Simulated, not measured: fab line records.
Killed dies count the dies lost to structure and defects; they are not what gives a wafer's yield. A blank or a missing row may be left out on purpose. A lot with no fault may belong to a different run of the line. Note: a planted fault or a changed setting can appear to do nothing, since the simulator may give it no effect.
Problem report, 8D (eight disciplines) form, completed by code :: flow n5_finfet :: the parts of the form that need people (team, actions taken, sign-off) are left out

1. THE PROBLEM
etch_rf_on_time_s at N5_HKMG_FIN_ETCH_31 reads a mean of 103.5 s on 1 wafer of 1 lot; wafers without a fault read 75.3 s with a standard deviation of 2.2. That is +13 standard deviations from the usual mean.
The step: etches SiARC in CF4, target depth 45.5 nm, time 75.8 s.
First observed at day 7 02:07: wafer L748.4, on rie_diel-06. The record holds 24 wafers of 8 lots with a number at this step. Rule for "out", or "out of limits": more than 4 standard deviations from the usual mean. All remaining wafers that have a number are taken as sound.

2. WHAT IT IS; WHAT IT IS NOT
question: which readings at this step
is: etch_rf_on_time_s
is not: cf4_flow_sccm, drypump_motor_current_A, oes_product_au, rf_vpp_V, showerhead_plenum_p_Torr, throttle_valve_pct

question: which lots
is: L748
is not: L739, L740, L752, L753, L754, L757, L759

question: which wafers of those lots
is: L748.4
is not: L748.3, L748.6

question: read on which tools
is: rie_diel-06
is not: rie_diel-01, rie_diel-04

question: when
is: from day 7 02:07
is not: up to then (8 sound wafers); but 15 sound wafers of L752, L753, L754, L757, L759 came after

3. WHAT RULES OUT EACH SUSPECT
Counting: if a tool at a process step up to the reading ran every lot that is out, it stays a suspect. Sound lots after the first of them don't rule it out here, since some wafers of a struck lot are sound.
- ald_metal-04 at N5_HKMG_FIN_PWFM_ALD_03 (deposits TiN, target thk 2 nm, pulse time 1 s, purge time 3 s): kept. It ran the lot that is out, L748 (day 7 00:47).
- rie_diel-06 at N5_HKMG_FIN_ETCH_31 (etches SiARC in CF4, target depth 45.5 nm, time 75.8 s): kept. The lot that is out, L748, ran on it at day 7 02:07; the last sound lot it ran before that was L740, at day 5 05:36. Its own etch_rf_on_time_s readings are out on those wafers.
- At N5_HKMG_FIN_PWFM_ALD_03 on ald_metal-04, chamber 1 took the sound wafers of the same lots and chamber 0 took the wafers that are out.
- rie_diel-06, N5_HKMG_FIN_ETCH_31: wafers that are out in chamber 2, sound lot-mates in chambers 1, 3.
Remaining after the count are ald_metal-04 at N5_HKMG_FIN_PWFM_ALD_03 and rie_diel-06 at N5_HKMG_FIN_ETCH_31.

4. THE CAUSE (what the simulator had put in)
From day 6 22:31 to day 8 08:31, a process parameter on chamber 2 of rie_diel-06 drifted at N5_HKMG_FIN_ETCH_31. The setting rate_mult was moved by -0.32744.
This tool is one of the 2 suspects left after counting.

5. THE CHAIN OF EFFECTS, in route order
One row per reading whose mean, taken over the struck wafers that have a number, lies over 3 standard deviations from the usual. Only readings for which the record gives a usual standard deviation are gone through. hours: the time from each lot's start at the first step in this table that gives one to its start at this step, as a median over the lots. sigmas: the change in usual standard deviations.
hours: 0
step: N5_HKMG_FIN_ETCH_31
reading: etch_rf_on_time_s
usual: 75.3 s
on struck wafers: 103.5
change: +28.2
sigmas: +13
Process steps it contains:
- N5_HKMG_FIN_ETCH_31: etches SiARC in CF4, target depth 45.5 nm, time 75.8 s.
Later steps that measure or inspect, where all struck wafers having a row at the step show a number for every such reading and not one has moved that far: N5_BEOL_M4_RC_MEAS_101.

6. HOW IT WOULD HAVE BEEN CAUGHT EARLIER
4 hours passed between the start of the fault at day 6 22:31 and the first reading out of limits in this record, taken at day 7 02:07.
